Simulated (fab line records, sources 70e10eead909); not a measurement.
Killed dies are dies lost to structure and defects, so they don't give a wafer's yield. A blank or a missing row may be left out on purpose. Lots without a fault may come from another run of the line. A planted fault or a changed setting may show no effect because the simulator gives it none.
fab line records | flow nand_harc
record lots=6 wafers=18 last_day=33
route steps=1302 shown A_STAIRCASE@639 END@1302
lots that met no fault: from a run of the same line without faults
start_h: hours from the record's first day to the start of the lot's first wafer shown | wait_h: hours since the lot's step before | " the same as in the row above | L1.1+2: a row that stands for several wafers | - no value, or no start given | * or withheld: withheld | < > ~ a bound
route shown NAME@n: a module of which the file shows steps, and the number in the route of the first | usual: mean/standard deviation of fault-free wafers | same: alike in all rows | chamber/n: place in a boat | sites: the reading at each site | _std_site: their standard deviation | _edge_site: outer sites' mean less inner sites' | radius_mm: how far each site lies from the wafer's centre | mask NAME#n: copy n | behind: the tool/chamber that last shaped the wafer | hold: why the lot was held/for how many hours/how that ended | device: the transistor (n, p or np) that didn't switch | end of line: the same wafers' tests at the end of the route | a step without rows: its recipe alone | killed: dies lost to structure and defects at the first sort, not the wafer's yield | map: a wafer's dies, x killed, . not, _ none there
set.NAME: the setting as run; set.NAME@STEP: as run at that earlier step | model.NAME: the simulator's own value behind a step, which no gauge read
lots at some steps of the route; a table a step, a row a wafer
services: from which hour (start_h, from the record's first day; less than 0 if before it) a tool's chamber was out of use, for how many hours, and why
## steps
# step NHARC_A_STAIRCASE_DEP_156
# recipe target_thk_a=500 temp_c=400 target_thk_nm=50 flow_sccm=200 rf_w=450 material=SiNx
# usual heater_power_w=705/78
# columns lot.wafer tool chamber start_h wait_h heater_power_w
L318.1 pecvd-03 0 413.52 0.1 786
L318.4 " 0 " " 800
L318.6 " 2 " " 709
L319.3 pecvd-02 1 430.07 0.1 595
L319.1 " 0 " " 663
L319.4 " 0 " " 658
L328.2 pecvd-02 1 508.05 0.1 558
L328.6 " 2 " " 669
L328.4 " 1 " " 545
L327.3 pecvd-02 1 514.70 0.1 668
L327.2 " 0 " " 622
L327.4 " 2 " " 648
L333.3 pecvd-03 0 560.23 0.1 775
L333.2 " 1 " " 824
L333.6 " 0 " " 777
L334.4 pecvd-02 2 581.26 0.2 765
L334.6 " 0 " " 645
L334.5 " 1 " " 584
# step NHARC_A_STAIRCASE_DEHYDRATE_158
# recipe temp_c=150 time_s=120
# step NHARC_A_STAIRCASE_HMDS_159
# recipe time_s=30
# step NHARC_A_STAIRCASE_COAT_160
# recipe spin_rpm=1200
# step NHARC_A_STAIRCASE_SOFTBAKE_161
# recipe temp_c=135 time_s=170
# step NHARC_A_STAIRCASE_EBR_162
# step NHARC_A_STAIRCASE_EXPOSE_163
# recipe na=0.5 dose_mj=20.01 mask_id=STAIR_OPEN
# step NHARC_A_STAIRCASE_PEB_164
# recipe peb_temp_c=115 peb_time_s=130
# step NHARC_A_STAIRCASE_DEVELOP_165
# recipe time_s=140
# step NHARC_A_STAIRCASE_HARDBAKE_167
# recipe temp_c=120 time_s=140
# step NHARC_A_STAIRCASE_DESCUM_168
# recipe time_s=3 o2_flow_sccm=200 ar_flow_sccm=0 bias_power_w=0 chemistry=O2
# usual drypump_motor_current_A=5.8/0.43 oes_product_au=1.002/0.012 rf_vpp_V=57.9/0.97 showerhead_plenum_p_Torr=1.95/0.076 throttle_valve_pct=11.310/0.0088
# same time_s=3
# columns lot.wafer tool chamber start_h wait_h drypump_motor_current_A oes_product_au rf_hours_counter_h rf_vpp_V showerhead_plenum_p_Torr throttle_valve_pct
L318.4 rie_diel-09 2 414.39 - 6.2 1.016 33 57.7 1.94 11.304
L318.1 " 3 " " 6.4 1.007 33 57.9 2.05 11.305
L318.6 " 3 " " 6.4 1.010 - 59.4 2.05 11.328
L319.1 rie_diel-09 3 431.13 - 6.4 1.012 40 58.7 2.05 11.316
L319.4 " 1 " " 5.9 0.991 35 58.0 1.98 11.319
L319.3 " 2 " " 6.1 1.025 38 57.8 1.94 11.302
L328.2 rie_diel-09 1 508.99 - 5.9 0.997 0 57.2 1.97 11.306
L328.4 " 2 " " 6.2 1.006 0 56.4 1.93 11.297
L328.6 " 3 " " 6.4 1.004 - 59.1 2.04 11.309
L327.3 rie_diel-05 1 515.56 - 5.8 0.994 37 57.9 2.03 11.319
L327.4 " 2 " " 5.9 0.994 35 56.0 1.94 11.310
L327.2 " 0 " " 5.0 1.012 35 56.6 1.93 11.319
L333.2 rie_diel-05 0 561.20 - 5.0 1.013 52 58.1 1.93 11.324
L333.3 " 2 " " 5.8 1.008 56 56.5 1.94 11.317
L333.6 " 1 " " 5.8 1.004 - 57.1 2.02 11.291
L334.4 rie_diel-09 3 584.13 - 6.4 0.989 27 57.8 2.03 11.313
L334.6 " 0 " " 5.7 1.011 - 59.7 1.95 11.305
L334.5 " 1 " " 5.9 0.992 - 57.8 1.96 11.300
# step NHARC_A_STAIRCASE_ETCH_169
# recipe target_depth_a=500 time_s=107.1 ion_energy_ev=120 ch3f_flow_sccm=50 o2_flow_sccm=30 ar_flow_sccm=200 rf_w=500 bias_w=100 chemistry=CH3F/O2
# usual ch3f_flow_sccm=50.00/0.16 drypump_motor_current_A=5.9/0.42 oes_product_au=0.959/0.016 rf_vpp_V=245.1/1.5 run_length_s=128.4/0.54 showerhead_plenum_p_Torr=2.51/0.093 throttle_valve_pct=20.663/0.0099
# columns lot.wafer tool chamber start_h wait_h ch3f_flow_sccm drypump_motor_current_A oes_product_au rf_hours_counter_h rf_vpp_V run_length_s showerhead_plenum_p_Torr throttle_valve_pct
L318.4 rie_diel-09 0 414.48 0.1 50.14 5.7 0.971 15 248.6 58.8 2.53 20.637
L318.1 " 2 " " 50.24 6.2 0.973 33 246.5 128.2 2.49 20.666
L318.6 " 0 " " 50.10 5.8 0.980 - 244.2 58.5 2.53 20.693
L319.4 rie_diel-09 3 431.30 0.1 49.79 6.4 0.953 40 246.0 127.8 2.63 20.666
L319.1 " 0 " " 49.99 5.7 0.924 21 245.7 58.7 2.53 20.666
L319.3 " 2 " " 49.94 6.2 0.974 38 245.0 128.0 2.49 20.673
L328.2 rie_diel-09 1 509.06 0.1 49.87 5.9 0.976 0 245.6 127.8 2.53 20.671
L328.4 " 2 " " 50.02 6.2 0.963 0 244.7 128.5 2.48 20.661
L328.6 " 1 " " 49.77 5.9 0.952 - 246.2 127.5 2.53 20.674
L327.4 rie_diel-05 0 515.64 0.1 49.94 5.0 0.970 35 244.4 128.9 2.48 20.654
L327.3 " 1 " " 50.13 5.8 0.944 37 246.0 127.9 2.60 20.636
L327.2 " 2 " " 49.69 5.9 0.932 36 245.2 129.0 2.49 20.664
L333.2 rie_diel-05 3 561.34 0.1 50.28 5.2 0.957 51 246.8 128.4 2.62 20.660
L333.3 " 1 " " 50.20 5.8 0.962 57 246.1 128.1 2.59 20.671
L333.6 " 3 " " 50.52 5.2 0.954 - 248.1 128.7 2.62 20.647
L334.4 rie_diel-09 0 584.21 0.1 50.05 5.8 0.953 31 245.1 128.1 2.51 20.645
L334.5 " 0 " " 50.15 5.8 0.961 - 244.8 128.7 2.51 20.670
L334.6 " 1 " " 49.91 5.9 0.940 - 246.9 127.3 2.52 20.672
# step NHARC_A_STAIRCASE_ETCH_170
# recipe target_depth_a=2000 time_s=66.667 ion_energy_ev=250 c4f6_flow_sccm=25 o2_flow_sccm=20 ar_flow_sccm=500 rf_w=600 bias_w=500 chemistry=C4F6/O2
# usual drypump_motor_current_A=5.8/0.43 oes_product_au=0.978/0.014 rf_vpp_V=548.1/2.9 run_length_s=87.9/0.55 showerhead_plenum_p_Torr=3.99/0.14 throttle_valve_pct=26.903/0.0084
# same time_s=66.667
# columns lot.wafer tool chamber start_h wait_h drypump_motor_current_A oes_product_au rf_hours_counter_h rf_vpp_V run_length_s showerhead_plenum_p_Torr throttle_valve_pct
L318.4 rie_diel-09 3 414.59 0.1 6.4 0.977 33 551.6 87.2 4.18 26.908
L318.1 " 2 " " 6.2 0.978 33 548.1 87.7 3.98 26.907
L318.6 " 3 " " 6.4 0.980 - 550.4 87.4 4.18 26.904
L319.4 rie_diel-09 1 - - 5.9 0.981 35 548.3 87.2 4.04 26.913
L319.3 " 3 " " 6.4 0.994 40 551.4 87.6 4.17 26.890
L319.1 " 0 " " 5.8 0.979 22 550.3 88.1 4.03 26.888
L328.4 rie_diel-09 3 - - 6.4 0.964 1 552.3 87.8 4.16 26.912
L328.2 " 0 " " 5.7 0.974 1 548.5 88.0 4.02 26.899
L328.6 " 3 " " 6.4 0.957 - 549.6 87.4 4.16 26.901
L327.3 rie_diel-05 3 - - 5.2 0.969 33 551.0 88.4 4.17 26.908
L327.4 " 0 " " 5.0 0.989 35 545.4 88.2 3.96 26.898
L327.2 " 1 " " 5.8 0.982 37 551.2 87.4 4.13 26.898
L333.2 rie_diel-05 1 - - 5.8 0.992 57 551.8 87.6 4.12 26.914
L333.3 " 2 " " 5.9 0.994 57 546.4 88.9 3.97 26.908
L333.6 " 0 " " 5.0 1.002 - 546.5 88.1 3.95 26.897
L334.4 rie_diel-09 3 - - 6.4 0.983 27 552.8 87.5 4.15 26.894
L334.5 " 2 " " 6.2 0.988 - 546.9 87.5 3.94 26.909
L334.6 " 3 " " 6.4 0.979 - 550.0 87.6 4.14 26.892
# step NHARC_END_SORT_01
# recipe temp_c=25
# usual killed_at_array=57/18 killed_at_other=0.9/1.3 killed_at_periphery=3.5/2.2 killed_dies=62/18 killed_open=3.0/1.7 killed_short=2.3/1.5
# same gross_dies=677
# columns lot.wafer tool chamber start_h wait_h killed_at_array killed_at_other killed_at_periphery killed_dies killed_open killed_short
L318.4 prober-01 0 646.17 3.4 669 1 7 677 4 2
L318.6 prober-01 0 647.77 4.0 669 0 8 677 2 2
L319.1 prober-02 0 654.89 2.5 668 1 8 677 7 0
# killed by level:class
L318.4 A_STAIRCASE:area_etch=617 A_CHANNEL_HOLE_D2:chamber_film_flake=33 A_CHANNEL_HOLE_D1:chamber_film_flake=7 P_BONDPAD:chamber_film_flake=5 A_CHANNEL_FILL_D2:geometric_particle:open=2 P_STI:chamber_film_flake=2 A_CONTACT:chamber_film_flake=2 A_ONON_D2:geometric_particle:short=1
L318.6 A_STAIRCASE:area_etch=620 A_CHANNEL_HOLE_D2:chamber_film_flake=33 A_CONTACT:chamber_film_flake=5 P_GATE:chamber_film_flake=3 P_CONTACT:chamber_film_flake=3 A_WL_FILL:chamber_film_flake=3 A_CHANNEL_HOLE_D1:chamber_film_flake=2 A_CHANNEL_FILL_D1:chamber_film_flake=2
L319.1 A_STAIRCASE:area_etch=637 A_CHANNEL_HOLE_D2:chamber_film_flake=11 A_CHANNEL_HOLE_D1:chamber_film_flake=8 P_CONTACT:chamber_film_flake=3 P_CONTACT:geometric_particle:open=2 A_CHANNEL_FILL_D1:geometric_particle:open=2 P_GATE:chamber_film_flake=2 A_STAIRCASE:chamber_film_flake=2
# map L318.4 (x killed, . not)
____________x____________
_________xxxxxxx_________
_______xxxxxxxxxxx_______
______xxxxxxxxxxxxx______
_____xxxxxxxxxxxxxxx_____
____xxxxxxxxxxxxxxxxx____
____xxxxxxxxxxxxxxxxx____
___xxxxxxxxxxxxxxxxxxx___
___xxxxxxxxxxxxxxxxxxx___
__xxxxxxxxxxxxxxxxxxxxx__
__xxxxxxxxxxxxxxxxxxxxx__
_xxxxxxxxxxxxxxxxxxxxxxx_
_xxxxxxxxxxxxxxxxxxxxxxx_
_xxxxxxxxxxxxxxxxxxxxxxx_
_xxxxxxxxxxxxxxxxxxxxxxx_
_xxxxxxxxxxxxxxxxxxxxxxx_
xxxxxxxxxxxxxxxxxxxxxxxxx
xxxxxxxxxxxxxxxxxxxxxxxxx
xxxxxxxxxxxxxxxxxxxxxxxxx
xxxxxxxxxxxxxxxxxxxxxxxxx
xxxxxxxxxxxxxxxxxxxxxxxxx
_xxxxxxxxxxxxxxxxxxxxxxx_
_xxxxxxxxxxxxxxxxxxxxxxx_
_xxxxxxxxxxxxxxxxxxxxxxx_
_xxxxxxxxxxxxxxxxxxxxxxx_
_xxxxxxxxxxxxxxxxxxxxxxx_
__xxxxxxxxxxxxxxxxxxxxx__
__xxxxxxxxxxxxxxxxxxxxx__
___xxxxxxxxxxxxxxxxxxx___
___xxxxxxxxxxxxxxxxxxx___
____xxxxxxxxxxxxxxxxx____
____xxxxxxxxxxxxxxxxx____
_____xxxxxxxxxxxxxxx_____
______xxxxxxxxxxxxx______
_______xxxxxxxxxxx_______
_________xxxxxxx_________
____________x____________
# map L319.1 (x killed, . not)
____________x____________
_________xxxxxxx_________
_______xxxxxxxxxxx_______
______xxxxxxxxxxxxx______
_____xxxxxxxxxxxxxxx_____
____xxxxxxxxxxxxxxxxx____
____xxxxxxxxxxxxxxxxx____
___xxxxxxxxxxxxxxxxxxx___
___xxxxxxxxxxxxxxxxxxx___
__xxxxxxxxxxxxxxxxxxxxx__
__xxxxxxxxxxxxxxxxxxxxx__
_xxxxxxxxxxxxxxxxxxxxxxx_
_xxxxxxxxxxxxxxxxxxxxxxx_
_xxxxxxxxxxxxxxxxxxxxxxx_
_xxxxxxxxxxxxxxxxxxxxxxx_
_xxxxxxxxxxxxxxxxxxxxxxx_
xxxxxxxxxxxxxxxxxxxxxxxxx
xxxxxxxxxxxxxxxxxxxxxxxxx
xxxxxxxxxxxxxxxxxxxxxxxxx
xxxxxxxxxxxxxxxxxxxxxxxxx
xxxxxxxxxxxxxxxxxxxxxxxxx
_xxxxxxxxxxxxxxxxxxxxxxx_
_xxxxxxxxxxxxxxxxxxxxxxx_
_xxxxxxxxxxxxxxxxxxxxxxx_
_xxxxxxxxxxxxxxxxxxxxxxx_
_xxxxxxxxxxxxxxxxxxxxxxx_
__xxxxxxxxxxxxxxxxxxxxx__
__xxxxxxxxxxxxxxxxxxxxx__
___xxxxxxxxxxxxxxxxxxx___
___xxxxxxxxxxxxxxxxxxx___
____xxxxxxxxxxxxxxxxx____
____xxxxxxxxxxxxxxxxx____
_____xxxxxxxxxxxxxxx_____
______xxxxxxxxxxxxx______
_______xxxxxxxxxxx_______
_________xxxxxxx_________
____________x____________
## services
# columns tool chamber start_h hours kind
pecvd-02 2 399.58 5.7 repair
rie_diel-09 0 402.97 - clean
rie_diel-09 1 402.97 - clean
rie_diel-09 2 402.97 - clean
rie_diel-09 3 402.97 - clean
rie_diel-05 - 406.62 9.0 pm
pecvd-02 - 408.13 13.0 pm
rie_diel-09 0 428.24 - clean
rie_diel-09 1 428.24 - clean
rie_diel-09 2 428.24 - clean
rie_diel-09 3 428.24 - clean
rie_diel-09 1 449.41 13.0 repair
rie_diel-09 0 452.74 - clean
rie_diel-09 2 452.74 - clean
rie_diel-09 3 452.74 - clean
rie_diel-09 - 463.31 1.1 repair
rie_diel-09 0 477.24 - clean
rie_diel-05 3 491.62 1.4 repair
rie_diel-09 - 497.46 9.0 pm
pecvd-03 2 523.41 17.9 repair
pecvd-03 - 547.08 13.0 pm
pecvd-03 - 564.50 1.8 repair
pecvd-03 2 571.26 2.0 repair
rie_diel-05 - 583.85 9.0 pm
## key
first_sign step=NHARC_A_STAIRCASE_ETCH_169 reading=run_length_s direction=down sigmas=99+ usual=* struck=*
effect step=NHARC_END_SORT_01 reading=killed_dies direction=up sigmas=35 usual=62 struck=677
more_kills_born_at NHARC_A_STAIRCASE_ETCH_169@rie_diel-09=1874
met_at NHARC_A_STAIRCASE_ETCH_169
struck_wafers L318.4,L318.6,L319.1
later_rows_left_out L318.4,L318.6,L319.1
tester_left_out L318,L319
fault kind=process_parameter_drift tool=rie_diel-09 chamber=0 onset_h=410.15 steps=NHARC_A_STAIRCASE_ETCH_169 channel=time_s offset=* shape=step end_h=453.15 acts_in=* stated=*
# tester_left_out: of these lots the tester's yield and bins aren't shown, on N5 and GAA mostly nor the transistor test; their killed dies are dies lost to structure and defects alone, not to doping, threshold or leakage, so they don't give the yield
# later_rows_left_out: the simulator's readings of these wafers behind a module that went badly wrong aren't trusted and aren't shown, but for the sort
